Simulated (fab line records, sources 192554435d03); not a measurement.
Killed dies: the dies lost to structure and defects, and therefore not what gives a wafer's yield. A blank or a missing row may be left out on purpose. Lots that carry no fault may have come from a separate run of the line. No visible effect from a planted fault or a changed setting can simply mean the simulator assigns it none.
Split-lot experiment | flow n5-finfet | route with 1938 steps; 7 lots, 21 wafers read

== ABOUT THE SPLIT ==
At N5_ZERO_LAYER_ETCH_18 (etches Si in HBr/Cl2, target depth 120 nm, time 40 s), the setting bias-w was moved away from the recipe's 75 W on 9 of the 21 wafers read, by -15.8% to +17.5%. This setting was run at the recipe's value on the other wafers.

Reading taken at the split's own step.

== THE READING ==
etch.depth-nm (the simulator's own value, which no gauge read), in nm, at N5_ZERO_LAYER_ETCH_18 (etches Si in HBr/Cl2, target depth 120 nm, time 40 s). The file gives no usual value for it. Across the 12 wafers here that went through the recipe, the average is 119.4 nm and the standard deviation 1 nm.

wafer  | tool, chamber at the split | bias-w as run, W | against the recipe | etch.depth-nm, nm | against lot-mates on the recipe
L075.1 | rie-si-04, 3               | 75               | recipe             | 121.7             | -
L075.2 | rie-si-04, 1               | 75               | recipe             | 119.2             | -
L075.4 | rie-si-04, 2               | 75               | recipe             | 120.5             | -
L079.3 | rie-si-03, 3               | 75               | recipe             | 120.1             | -
L079.4 | rie-si-03, 1               | 63.13            | -15.8%             | 114.7             | -5.4
L079.5 | rie-si-03, 1               | 63.13            | -15.8%             | 116.2             | -3.9
L086.2 | rie-si-04, 0               | 75               | recipe             | 120.4             | -
L086.4 | rie-si-04, 3               | 81.71            | +8.9%              | 124.3             | +3.9
L086.6 | rie-si-04, 0               | 81.71            | +8.9%              | 122.6             | +2.2
L087.3 | rie-si-01, 1               | 79.57            | +6.1%              | 121.4             | +2.0
L087.5 | rie-si-01, 0               | 79.57            | +6.1%              | 120.8             | +1.4
L087.6 | rie-si-01, 1               | 75               | recipe             | 119.4             | -
L091.2 | rie-si-04, 1               | 75               | recipe             | 118.6             | -
L091.3 | rie-si-04, 0               | 75               | recipe             | 119.6             | -
L091.4 | rie-si-04, 3               | 84.82            | +13.1%             | 125               | +5.9
L095.1 | rie-si-01, 0               | 75               | recipe             | 118.5             | -
L095.4 | rie-si-01, 1               | 75               | recipe             | 118.4             | -
L095.5 | rie-si-01, 2               | 75               | recipe             | 118.2             | -
L096.3 | rie-si-01, 3               | 88.12            | +17.5%             | 126.3             | +7.6
L096.4 | rie-si-01, 2               | 88.12            | +17.5%             | 124.5             | +5.8
L096.5 | rie-si-01, 1               | 75               | recipe             | 118.7             | -

FIT RESULTS
A straight line over all 21 wafers: etch.depth-nm changes by +0.32 nm for each +1% of bias-w; r = +0.93; the points scatter about the line by 1.1 nm.
The same after taking each lot's own level away (the mean of its wafers on the recipe; 21 wafers): +0.347 nm for each +1%; r = +0.97; scatter 0.79 nm.
On that fit, the largest move of bias-w shifts the reading by 6.1 nm.
Measured against the standard deviation above, the lots' own levels, which go from 118.37 to 120.47 nm, span 2.1 times it.
The two slopes are in agreement: the lot-to-lot level therefore moves the slope only a little.
Check: with one of the wafers moved furthest among these (+17.5%) left out of the fit, the line predicts +5.86 nm for it against its lot-mates. It came out at +7.6 nm against them.

== THE WHOLE CHAIN: every reading that the file lists as answering this split, in the file's order ==
step                  | what it does                                         | reading                                                                      | change (the file's fit)              | r (the file's)
N5_ZERO_LAYER_ETCH_18 | etches Si in HBr/Cl2, target depth 120 nm, time 40 s | ZERO_LAYER.feature-depth-nm (the simulator's own value, which no gauge read) | +0.36 nm for each +1% of the setting | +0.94
N5_ZERO_LAYER_ETCH_18 | etches Si in HBr/Cl2, target depth 120 nm, time 40 s | etch.depth-nm (the simulator's own value, which no gauge read)               | +0.36 nm for each +1% of the setting | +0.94

== THE FILE'S OWN FIT ==
etch.depth-nm changes by +0.36 nm for each +1% of bias-w, r = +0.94.
